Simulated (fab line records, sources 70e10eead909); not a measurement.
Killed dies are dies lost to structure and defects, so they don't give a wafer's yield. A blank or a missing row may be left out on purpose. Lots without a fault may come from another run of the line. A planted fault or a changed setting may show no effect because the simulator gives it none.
Which tool did it? | flow nand_harc | 24 lots, 72 wafers sampled, at 6 steps of a route of 1159

WHAT THE GAUGES READ, wafer by wafer
NHARC_P_BONDPAD_OVL_MEAS_38.
lot  | measured     | on         | overlay_x_nm (nm) | overlay_y_nm (nm)
L074 | day 6 00:42  | overlay-01 | -11 -11 -10       | 6 5 5
L075 | day 6 18:40  | overlay-02 | 3 4 3             | 6 6 5
L076 | day 6 19:37  | overlay-02 | 3 3 3             | 4 3 3
L077 | day 6 20:42  | overlay-02 | -15 -14 -14       | 0 0 1
L078 | day 7 18:22  | overlay-02 | 0 -1 0            | 4 4 4
L079 | day 7 19:03  | overlay-02 | -5 -5 -6          | -6 -6 -6
L080 | day 8 05:03  | overlay-02 | -5 -4 -5          | -5 -5 -5
L081 | day 8 09:47  | overlay-02 | 0 0 0             | 11 11 11
L082 | day 8 16:08  | overlay-02 | 8 7 7             | -1 -1 -2
L083 | day 8 16:46  | overlay-01 | 2 2 2             | -2 -1 0
L084 | day 8 22:05  | overlay-01 | 9 9 9             | -8 -8 -8
L087 | day 9 12:31  | overlay-01 | 1 0 0             | 2 2 2
L085 | day 9 13:31  | overlay-02 | 10 10 10          | 7 7 7
L088 | day 9 16:34  | overlay-01 | 12 12 13          | 4 4 3
L086 | day 10 00:10 | overlay-02 | -1 -1 -1          | -7 -7 -7
L090 | day 10 11:20 | overlay-02 | -2 -1 -2          | -1 -1 -1
L089 | day 10 11:55 | overlay-01 | 3 4 4             | 1 1 0
L091 | day 10 18:50 | overlay-01 | -6 -6 -6          | -13 -13 -13
L092 | day 10 19:47 | overlay-02 | 4 5 4             | 5 6 5
L093 | day 10 20:23 | overlay-01 | 11 10 11          | -5 -6 -6
L094 | day 11 08:48 | overlay-01 | -1 0 0            | 7 6 7
L095 | day 11 10:44 | overlay-01 | -2 -2 -2          | 4 4 4
L097 | day 11 18:16 | overlay-01 | 5 5 5             | 9 9 9
L096 | day 11 18:27 | overlay-01 | -6 -6 -5          | 14 13 14

NHARC_A_ONON_D1_INSPECT_32.
lot  | measured     | on                | raw_defect_count
L074 | day 7 14:36  | defect_inspect-01 | 39 64 59
L075 | day 8 09:39  | defect_inspect-01 | 142 74 76
L076 | day 8 09:40  | defect_inspect-01 | 110 65 88
L077 | day 8 09:39  | defect_inspect-02 | 43 55 38
L078 | day 9 09:28  | defect_inspect-02 | 98 88 77
L079 | day 9 09:32  | defect_inspect-01 | 91 129 78
L080 | day 9 21:38  | defect_inspect-01 | 78 44 64
L081 | day 10 04:49 | defect_inspect-02 | 75 72 70
L082 | day 10 05:00 | defect_inspect-01 | 73 67 68
L083 | day 10 04:52 | defect_inspect-01 | 59 38 48
L084 | day 10 14:58 | defect_inspect-01 | 81 104 121
L087 | day 11 05:14 | defect_inspect-01 | 60 68 60
L085 | day 11 05:29 | defect_inspect-02 | 66 60 72
L088 | day 11 05:30 | defect_inspect-01 | 84 105 87
L086 | day 11 20:32 | defect_inspect-02 | 72 101 86
L090 | day 12 02:49 | defect_inspect-02 | 65 61 82
L089 | day 12 02:49 | defect_inspect-01 | 96 56 87
L091 | day 12 10:34 | defect_inspect-01 | 39 28 37
L092 | day 12 10:35 | defect_inspect-02 | 52 113 67
L093 | day 12 10:34 | defect_inspect-02 | 82 48 49
L094 | day 13 00:00 | defect_inspect-01 | 53 139 90
L095 | day 12 23:47 | defect_inspect-01 | 102 58 119
L097 | day 13 09:36 | defect_inspect-01 | 74 96 106
L096 | day 13 09:40 | defect_inspect-02 | 64 72 69

WHICH TOOL RAN EACH LOT (tool, then ch and the chambers of the sampled wafers, then the start)
lot  | NHARC_P_M1_DESCUM_14               | NHARC_P_M1_PVD_21                       | NHARC_P_M1_DEP_33               | NHARC_P_BONDPAD_DEGAS_25
L074 | rie_diel-03 ch 1,2,3, day 5 16:05  | pvd_sputter-03, day 5 18:51 or earlier  | pecvd-04 ch 0,1,2, day 5 18:51  | pvd_sputter-02, day 6 01:48
L075 | rie_diel-03 ch 0,1, day 6 10:19    | pvd_sputter-02, day 6 13:05 or earlier  | pecvd-02 ch 1,2, day 6 13:05    | pvd_sputter-03, day 6 19:44
L076 | rie_diel-03 ch 1,2, day 6 10:51    | pvd_sputter-03, day 6 13:39 or earlier  | pecvd-03 ch 0,1,2, day 6 13:39  | pvd_sputter-02, day 6 20:44
L077 | rie_diel-03 ch 0,2,3, day 6 12:00  | pvd_sputter-03, day 6 14:46 or earlier  | pecvd-02 ch 0,1, day 6 14:46    | pvd_sputter-03, day 6 21:46
L078 | rie_diel-13 ch 1,2,3, day 7 08:49  | pvd_sputter-03, day 7 11:36 or earlier  | pecvd-04 ch 0,1,2, day 7 11:36  | pvd_sputter-03, day 7 19:30
L079 | rie_diel-12 ch 1,3, day 7 10:34    | pvd_sputter-03, day 7 13:21 or earlier  | pecvd-04 ch 0,2, day 7 13:21    | pvd_sputter-02, day 7 20:13
L080 | rie_diel-13 ch 0,1, day 7 20:19    | pvd_sputter-03, day 7 23:09 or earlier  | pecvd-02 ch 0,2, day 7 23:09    | pvd_sputter-03, day 8 06:07
L081 | rie_diel-13 ch 0,3, day 8 01:16    | pvd_sputter-01, day 8 04:04 or earlier  | pecvd-03 ch 0,1,2, day 8 04:04  | pvd_sputter-03, day 8 10:51
L082 | rie_diel-13 ch 0,1,2, day 8 07:41  | pvd_sputter-03, day 8 10:25 or earlier  | pecvd-02 ch 0,2, day 8 10:25    | pvd_sputter-02, day 8 17:13
L083 | rie_diel-13 ch 0,1,3, day 8 08:03  | pvd_sputter-03, day 8 10:49 or earlier  | pecvd-02 ch 0,1,2, day 8 10:49  | pvd_sputter-03, day 8 17:49
L084 | rie_diel-03 ch 0,2,3, day 8 12:21  | pvd_sputter-03, day 8 15:26 or earlier  | pecvd-03 ch 0,1,2, day 8 15:26  | pvd_sputter-03, day 8 23:09
L087 | rie_diel-03 ch 1,2, day 9 03:17    | pvd_sputter-01, day 9 06:19 or earlier  | pecvd-02 ch 0,2, day 9 06:19    | pvd_sputter-01, day 9 13:35
L085 | rie_diel-03 ch 1,3, day 9 04:00    | pvd_sputter-02, day 9 07:39 or earlier  | pecvd-03 ch 0,1,2, day 9 07:39  | pvd_sputter-03, day 9 14:39
L088 | rie_diel-03 ch 0,2,3, day 9 07:52  | pvd_sputter-02, day 9 10:38 or earlier  | pecvd-02 ch 0,1,2, day 9 10:38  | pvd_sputter-03, day 9 17:38
L086 | rie_diel-13 ch 1,2, day 9 15:18    | pvd_sputter-01, day 9 18:05 or earlier  | pecvd-02 ch 0,1,2, day 9 18:05  | pvd_sputter-03, day 10 01:14
L090 | rie_diel-13 ch 0,2,3, day 10 02:33 | pvd_sputter-03, day 10 05:24 or earlier | pecvd-04 ch 0,2, day 10 05:24   | pvd_sputter-03, day 10 12:28
L089 | rie_diel-12 ch 1,2, day 10 03:13   | pvd_sputter-03, day 10 06:02 or earlier | pecvd-03 ch 0,1, day 10 06:02   | pvd_sputter-02, day 10 12:59
L091 | rie_diel-03 ch 1,2,3, day 10 10:12 | pvd_sputter-01, day 10 12:59 or earlier | pecvd-02 ch 0,1,2, day 10 12:59 | pvd_sputter-01, day 10 19:55
L092 | rie_diel-12 ch 0,1,3, day 10 11:17 | pvd_sputter-01, day 10 14:01 or earlier | pecvd-02 ch 0,1, day 10 14:01   | pvd_sputter-01, day 10 20:53
L093 | rie_diel-03 ch 1,2,3, day 10 11:47 | pvd_sputter-02, day 10 14:30 or earlier | pecvd-04 ch 0,1, day 10 14:30   | pvd_sputter-02, day 10 21:27
L094 | rie_diel-03 ch 0,2, day 10 23:37   | pvd_sputter-03, day 11 02:25 or earlier | pecvd-03 ch 0,2, day 11 02:25   | pvd_sputter-02, day 11 10:04
L095 | rie_diel-03 ch 0,1,2, day 11 01:46 | pvd_sputter-01, day 11 04:29 or earlier | pecvd-02 ch 0,1, day 11 04:29   | pvd_sputter-01, day 11 11:47
L097 | rie_diel-03 ch 0,2,3, day 11 09:45 | pvd_sputter-01, day 11 12:32 or earlier | pecvd-02 ch 0,1,2, day 11 12:32 | pvd_sputter-03, day 11 19:19
L096 | rie_diel-12 ch 2,3, day 11 10:03   | pvd_sputter-03, day 11 12:48 or earlier | pecvd-04 ch 0,1, day 11 12:48   | pvd_sputter-01, day 11 19:59
- NHARC_P_M1_DESCUM_14: chemistry O2, time 3 s.
- NHARC_P_M1_PVD_21: deposits Cu, target thk 30 nm, time 20.49 s.
- NHARC_P_M1_DEP_33: deposits SiCN, target thk 30 nm.
- NHARC_P_BONDPAD_DEGAS_25: time 60 s.

WHAT THE TOOLS THEMSELVES READ (means of the sampled wafers that have a number; where no wafer has one, the mark that the record gives instead)
NHARC_P_M1_DESCUM_14.
lot  | tool        | drypump_motor_current_A (A) | oes_product_au (a.u.) | rf_vpp_V (V) | showerhead_plenum_p_Torr (Torr) | throttle_valve_pct (%)
L074 | rie_diel-03 | 6.0                         | 0.999                 | 57.7         | 1.90                            | 11.317
L075 | rie_diel-03 | 6.1                         | 0.996                 | 57.4         | 1.81                            | 11.312
L076 | rie_diel-03 | 6.1                         | 0.992                 | 57.3         | 1.86                            | 11.300
L077 | rie_diel-03 | 5.9                         | 0.998                 | 57.8         | 1.89                            | 11.313
L078 | rie_diel-13 | 6.1                         | 1.001                 | 57.8         | 1.93                            | 11.314
L079 | rie_diel-12 | 6.1                         | 1.004                 | 57.6         | 1.95                            | 11.305
L080 | rie_diel-13 | 5.8                         | 0.998                 | 57.0         | 1.83                            | 11.315
L081 | rie_diel-13 | 6.2                         | 1.001                 | 57.5         | 1.84                            | 11.304
L082 | rie_diel-13 | 6.0                         | 1.000                 | 58.8         | 1.88                            | 11.309
L083 | rie_diel-13 | 6.0                         | 0.997                 | 57.5         | 1.86                            | 11.313
L084 | rie_diel-03 | 5.9                         | 1.004                 | 58.4         | 1.89                            | 11.315
L087 | rie_diel-03 | 6.1                         | 0.994                 | 58.8         | 1.89                            | 11.311
L085 | rie_diel-03 | 5.9                         | 1.007                 | 57.7         | 1.90                            | 11.309
L088 | rie_diel-03 | 5.9                         | 0.998                 | 58.0         | 1.89                            | 11.310
L086 | rie_diel-13 | 5.8                         | 1.003                 | 57.7         | 1.90                            | 11.314
L090 | rie_diel-13 | 6.4                         | 1.009                 | 57.2         | 1.91                            | 11.293
L089 | rie_diel-12 | 5.6                         | 0.995                 | 56.8         | 1.92                            | 11.317
L091 | rie_diel-03 | 6.0                         | 1.002                 | 58.7         | 1.90                            | 11.311
L092 | rie_diel-12 | 6.0                         | 0.995                 | 57.8         | 1.93                            | 11.319
L093 | rie_diel-03 | 6.0                         | 1.006                 | 57.5         | 1.89                            | 11.316
L094 | rie_diel-03 | 6.0                         | 0.996                 | 59.0         | 1.84                            | 11.304
L095 | rie_diel-03 | 6.1                         | 0.998                 | 57.7         | 1.85                            | 11.309
L097 | rie_diel-03 | 5.9                         | 1.004                 | 57.3         | 1.89                            | 11.312
L096 | rie_diel-12 | 5.4                         | 1.002                 | 57.8         | 1.86                            | 11.315

NHARC_P_M1_PVD_21.
lot  | tool           | throttle_valve_pct (%)
L074 | pvd_sputter-03 | 30.3
L075 | pvd_sputter-02 | 29.5
L076 | pvd_sputter-03 | 30.5
L077 | pvd_sputter-03 | 30.3
L078 | pvd_sputter-03 | 30.8
L079 | pvd_sputter-03 | 29.9
L080 | pvd_sputter-03 | 30.8
L081 | pvd_sputter-01 | 29.9
L082 | pvd_sputter-03 | 30.8
L083 | pvd_sputter-03 | 30.0
L084 | pvd_sputter-03 | 30.4
L087 | pvd_sputter-01 | 29.9
L085 | pvd_sputter-02 | 28.7
L088 | pvd_sputter-02 | 29.9
L086 | pvd_sputter-01 | 30.1
L090 | pvd_sputter-03 | 30.6
L089 | pvd_sputter-03 | 30.6
L091 | pvd_sputter-01 | 30.0
L092 | pvd_sputter-01 | 29.5
L093 | pvd_sputter-02 | 29.2
L094 | pvd_sputter-03 | 30.8
L095 | pvd_sputter-01 | 30.0
L097 | pvd_sputter-01 | 29.7
L096 | pvd_sputter-03 | 30.5

NHARC_P_M1_DEP_33.
lot  | tool     | heater_power_outer_w (W) | heater_power_w (W) | rf_fwd_power_W (W)
L074 | pecvd-04 | 393                      | 684                | 449.0
L075 | pecvd-02 | 318                      | 557                | 448.7
L076 | pecvd-03 | 283                      | 539                | 449.4
L077 | pecvd-02 | 301                      | 557                | 447.9
L078 | pecvd-04 | 349                      | 613                | 449.5
L079 | pecvd-04 | 378                      | 655                | 450.5
L080 | pecvd-02 | 331                      | 596                | 448.7
L081 | pecvd-03 | 298                      | 566                | 449.5
L082 | pecvd-02 | 308                      | 581                | 449.5
L083 | pecvd-02 | 312                      | 551                | 448.3
L084 | pecvd-03 | 301                      | 576                | 449.1
L087 | pecvd-02 | 307                      | 585                | 448.9
L085 | pecvd-03 | 287                      | 554                | 449.0
L088 | pecvd-02 | 291                      | 543                | 448.7
L086 | pecvd-02 | 282                      | 527                | 449.3
L090 | pecvd-04 | 401                      | 665                | 448.6
L089 | pecvd-03 | 311                      | 600                | 449.0
L091 | pecvd-02 | 311                      | 570                | 449.3
L092 | pecvd-02 | 255                      | 476                | 449.1
L093 | pecvd-04 | 290                      | 592                | 449.2
L094 | pecvd-03 | 304                      | 567                | 448.8
L095 | pecvd-02 | 230                      | 464                | 449.6
L097 | pecvd-02 | 294                      | 548                | 449.3
L096 | pecvd-04 | 339                      | 655                | 449.4

NHARC_P_BONDPAD_DEGAS_25.
lot  | tool           | heater_power_w (W)
L074 | pvd_sputter-02 | 419
L075 | pvd_sputter-03 | 471
L076 | pvd_sputter-02 | 436
L077 | pvd_sputter-03 | 463
L078 | pvd_sputter-03 | 478
L079 | pvd_sputter-02 | 415
L080 | pvd_sputter-03 | 451
L081 | pvd_sputter-03 | 454
L082 | pvd_sputter-02 | 417
L083 | pvd_sputter-03 | 477
L084 | pvd_sputter-03 | 474
L087 | pvd_sputter-01 | 392
L085 | pvd_sputter-03 | 456
L088 | pvd_sputter-03 | 481
L086 | pvd_sputter-03 | 472
L090 | pvd_sputter-03 | 472
L089 | pvd_sputter-02 | 430
L091 | pvd_sputter-01 | 435
L092 | pvd_sputter-01 | 418
L093 | pvd_sputter-02 | 407
L094 | pvd_sputter-02 | 455
L095 | pvd_sputter-01 | 426
L097 | pvd_sputter-03 | 467
L096 | pvd_sputter-01 | 390

THE ANSWER, worked out from the rows above alone
Rule: what is usual is taken from the lots themselves. Put in order of their means at a reading, lots are off if they are a third of the lots or fewer, leave a main group of 4 or more, and stand apart from it by a gap of 3 or more times the standard deviation of the main group's means; of several such gaps the widest counts. A main group whose means are all the same, to the digits that the tables above print for the reading, isn't used. A lot without any number at a reading at which 4 lots or more have one is off too. The other lots that the step has rows for count as sound. The gauges are gone through in route order, then the tools' own readings, and for those a lot's mean is taken as printed above. The first step at which some lot is off is used, and at that step the reading that is off furthest; a lot without a number counts as furthest.
No lot is off at any reading shown: from this, nothing can be told.

WHAT THE SIMULATOR HAD PUT IN
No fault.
